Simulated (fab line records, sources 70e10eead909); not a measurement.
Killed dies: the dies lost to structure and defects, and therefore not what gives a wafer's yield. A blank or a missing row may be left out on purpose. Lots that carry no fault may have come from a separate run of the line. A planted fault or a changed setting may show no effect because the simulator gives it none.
Chamber matching || flow nand harc || rie diel-05 running NHARC_A_STAIRCASE_DESCUM_443: 4 sister chambers
The step chemistry O2, time 3 s. 4 wafers are shown with their chamber, then 10 later ones without.

WAFERS, EACH WITH ITS CHAMBER
{"wafer": "L079.6", "chamber": 3, "drypump motor current A (A)": 4.9}
{"wafer": "L087.4", "chamber": 0, "drypump motor current A (A)": 5.5}
{"wafer": "L092.4", "chamber": 2, "drypump motor current A (A)": 6.3}
{"wafer": "L092.5", "chamber": 1, "drypump motor current A (A)": 6.6}

WAFERS WHOSE CHAMBER IS MISSING
{"wafer": "L092.6", "drypump motor current A (A)": 5.5}
{"wafer": "L094.1", "drypump motor current A (A)": 6.3}
{"wafer": "L094.2", "drypump motor current A (A)": 6.6}
{"wafer": "L094.3", "drypump motor current A (A)": 5.5}
{"wafer": "L095.4", "drypump motor current A (A)": 5.5}
{"wafer": "L095.5", "drypump motor current A (A)": 5.5}
{"wafer": "L095.6", "drypump motor current A (A)": 6.7}
{"wafer": "L097.2", "drypump motor current A (A)": 5.5}
{"wafer": "L097.3", "drypump motor current A (A)": 5.0}
{"wafer": "L097.5", "drypump motor current A (A)": 5.5}

THE CHAMBER EACH PASSED THROUGH
{"wafer": "L092.6", "from the rows above": 0, "in truth": 0}
{"wafer": "L094.1", "from the rows above": 2, "in truth": 2}
{"wafer": "L094.2", "from the rows above": 1, "in truth": 1}
{"wafer": "L094.3", "from the rows above": 0, "in truth": 0}
{"wafer": "L095.4", "from the rows above": 0, "in truth": 0}
{"wafer": "L095.5", "from the rows above": 0, "in truth": 0}
{"wafer": "L095.6", "from the rows above": 1, "in truth": 1}
{"wafer": "L097.2", "from the rows above": 0, "in truth": 0}
{"wafer": "L097.3", "from the rows above": 3, "in truth": 3}
{"wafer": "L097.5", "from the rows above": 0, "in truth": 0}
Placed correctly: 10 of 10. Can't be placed from these rows: 0. 0 placed wrongly.
How it was worked out, from the rows above alone: a wafer's distance from a chamber is the root of the sum, over the readings, of the square of ((its reading less the chamber's mean) divided by the reading's scatter). The wafer belongs to the nearest chamber; if the next one is less than 2 further off, it can't be placed. For every chamber, the mean is computed from those of its wafers that are shown. The scatter (one wafer shown for each chamber): square how far every hidden wafer sits from the nearest shown wafer, average those squares and take the square root.
